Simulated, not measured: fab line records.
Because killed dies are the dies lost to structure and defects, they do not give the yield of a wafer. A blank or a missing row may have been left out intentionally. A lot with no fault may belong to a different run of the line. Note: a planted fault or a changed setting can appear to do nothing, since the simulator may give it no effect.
Split-lot study | flow n5_finfet | route with 1938 steps; 7 lots, 21 wafers read

## ON THE SPLIT
At N5_BEOL_M9_ETCH_66 (etches SOC in N2/H2, target depth 80 nm, overetch 16 nm, time 120 s), the setting time_s was moved away from the recipe's 120 s on 2 of the 21 wafers read, by -20.1% to +13.2%. The other wafers ran this setting at the recipe's value.

Reading taken at the split's own step.

## THE READING
SiARC_of_BEOL_M9_COAT_64.thk_nm (the simulator's own value, which no gauge read), in nm, at N5_BEOL_M9_ETCH_66 (etches SOC in N2/H2, target depth 80 nm, overetch 16 nm, time 120 s). No usual value for it is given in the file. Here, 19 wafers ran the recipe; their average is 6.4 nm with a standard deviation of 0.19 nm.

wafer  | tool, chamber at the split | time_s as run, s | against the recipe | SiARC_of_BEOL_M9_COAT_64.thk_nm, nm | against lot-mates on the recipe
L076.3 | rie_diel-01, 3             | 120              | recipe             | 6.4                                 | -
L076.5 | rie_diel-01, 2             | 135.8            | +13.2%             | 5.6                                 | -0.7
L076.6 | rie_diel-01, 1             | 120              | recipe             | 6.2                                 | -
L080.2 | rie_diel-05, 3,2,3         | 120              | recipe             | 6.6                                 | -
L080.5 | rie_diel-05, 3,2,3         | 120              | recipe             | 6.6                                 | -
L080.6 | rie_diel-05, 3,2,3         | 120              | recipe             | 6.6                                 | -
L082.3 | rie_diel-01, 1,0           | 120              | recipe             | 6.2                                 | -
L082.5 | rie_diel-01, 1,0           | 120              | recipe             | 6.2                                 | -
L082.6 | rie_diel-01, 3             | 120              | recipe             | 6.4                                 | -
L084.1 | rie_diel-06, 2             | 120              | recipe             | 6.4                                 | -
L084.6 | rie_diel-06, 2             | 120              | recipe             | 6.4                                 | -
L084.2 | rie_diel-06, 0             | 120              | recipe             | 6.6                                 | -
L094.1 | rie_diel-01, 2             | 120              | recipe             | 6.6                                 | -
L094.4 | rie_diel-01, 0             | 120              | recipe             | 6.4                                 | -
L094.5 | rie_diel-01, 1             | 120              | recipe             | 6.2                                 | -
L089.1 | rie_diel-01, 0             | 95.88            | -20.1%             | 7.4                                 | +1.3
L089.4 | rie_diel-01, 3             | 120              | recipe             | 6.2                                 | -
L089.6 | rie_diel-01, 1             | 120              | recipe             | 6                                   | -
L091.3 | rie_diel-05, 2,1           | 120              | recipe             | 6.6                                 | -
L091.5 | rie_diel-05, 2,1           | 120              | recipe             | 6.6                                 | -
L091.4 | rie_diel-05, 0             | 120              | recipe             | 6.2                                 | -
The file does not say which wafer passed through which chamber wherever a row lists several chambers: such a row stands for several wafers.

THE FIT
A straight line over all 21 wafers: SiARC_of_BEOL_M9_COAT_64.thk_nm changes by -0.0533 nm for each +1% of time_s; r = -0.84; the points scatter about the line by 0.19 nm.
The same after taking each lot's own level away (the mean of its wafers on the recipe; 21 wafers): -0.0611 nm for each +1%; r = -0.94; scatter 0.12 nm.
On that fit, the largest move of time_s shifts the reading by 1.2 nm.
The lots' own levels span 6.10 to 6.60 nm, that is 2.6 times the standard deviation above.
Thus the slope moves with the lot-to-lot level: the two fits are different.
Check: +1.07 nm against its lot-mates is what the line predicts for one of the wafers moved furthest among these (-20.1%) when that wafer is left out of the fit. Against them it came out at +1.3 nm.

## THE OTHER SPLITS THESE WAFERS WENT THROUGH
These wafers also went through other splits before the reading. Each is held against what the fit with the lots' levels taken away leaves over:
other split on the same wafers | wafers away from the commonest value | r with SiARC_of_BEOL_M9_COAT_64.thk_nm (lot level and that fit taken away)
N5_BEOL_M8_EXPOSE_08 dose_mj   | 7                                    | +0.06
N5_BEOL_M9_ILD_DEP_00 time_s   | 2                                    | +0.12
N5_BEOL_M9_EXPOSE_25 dose_mj   | 11                                   | +0.17

## FILE'S OWN FIT
SiARC_of_BEOL_M9_COAT_64.thk_nm changes by -0.0612 nm for each +1% of time_s, r = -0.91.
